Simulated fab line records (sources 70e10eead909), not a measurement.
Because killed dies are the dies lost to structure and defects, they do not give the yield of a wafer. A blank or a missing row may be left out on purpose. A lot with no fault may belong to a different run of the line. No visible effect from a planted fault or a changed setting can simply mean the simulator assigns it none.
Matching of chambers | flow nand-harc | NHARC_A_STAIRCASE_DESCUM_186 on rie-diel-08: 4 sister chambers
The step chemistry O2, time 3 s. 14 wafers are shown with their chamber, then 7 later ones without.

== EACH WAFER AND ITS CHAMBER ==
wafer  | chamber | showerhead-plenum-p-Torr (Torr) | drypump-motor-current-A (A) | oes-product-au (a.u.)
L079.1 | 3       | 1.99                            | 6.4                         | 0.997
L079.3 | 2       | 1.97                            | 5.9                         | 0.992
L079.4 | 1       | 1.84                            | 5.5                         | 1.014
L082.1 | 2       | 1.96                            | 6.0                         | 1.005
L082.4 | 3       | 1.99                            | 6.4                         | 1.008
L082.6 | 3       | 1.99                            | 6.4                         | 1.011
L083.1 | 2       | 1.96                            | 5.9                         | 1.013
L083.2 | 3       | 1.99                            | 6.4                         | 1.002
L083.5 | 2       | 1.96                            | 5.9                         | 1.003
L083.3 | 1       | 1.84                            | 5.4                         | 1.007
L083.4 | 0       | 1.77                            | 5.8                         | 0.988
L083.6 | 3       | 1.99                            | 6.4                         | 1.008
L087.1 | 0       | 1.77                            | 5.8                         | 0.992
L087.5 | 3       | 1.99                            | 6.4                         | 0.995

SIGNATURES (averages over the wafers above)
reading                  | chamber 0 | chamber 1 | chamber 2 | chamber 3 | scatter within a chamber
showerhead-plenum-p-Torr | 1.7700    | 1.8400    | 1.9625    | 1.9900    | 0.00274
drypump-motor-current-A  | 5.800     | 5.450     | 5.925     | 6.400     | 0.0354
oes-product-au           | 0.99000   | 1.01050   | 1.00325   | 1.00350   | 0.00686
Rule: a wafer lies at a distance from a chamber equal to the root of the sum of squares, over the readings, of (its reading less the chamber's mean, divided by the reading's scatter). The wafer belongs to the nearest chamber; if the next one is less than 2 further off, it can't be placed. The scatter: the root of (the sum of the squares of (reading less its chamber's mean) over the shown wafers, divided by (wafers less chambers)).

== WAFERS MISSING THEIR CHAMBER ==
wafer  | showerhead-plenum-p-Torr (Torr) | drypump-motor-current-A (A) | oes-product-au (a.u.)
L087.6 | 1.77                            | 5.8                         | 0.990
L086.1 | 1.96                            | 5.9                         | 1.004
L086.3 | 1.99                            | 6.4                         | 1.003
L086.4 | 1.77                            | 5.8                         | 0.986
L094.2 | 1.98                            | 6.4                         | 0.985
L094.3 | 1.95                            | 5.9                         | 0.989
L094.5 | 1.83                            | 5.4                         | 0.999

== WHICH CHAMBER EACH WENT THROUGH ==
wafer  | from the rows above | in truth
L087.6 | 0                   | 0
L086.1 | 2                   | 2
L086.3 | 3                   | 3
L086.4 | 0                   | 0
L094.2 | 3                   | 3
L094.3 | 2                   | 2
L094.5 | 1                   | 1
Correct placement for 7 of the 7. Not placeable from these rows: 0. Placed wrongly: 0.
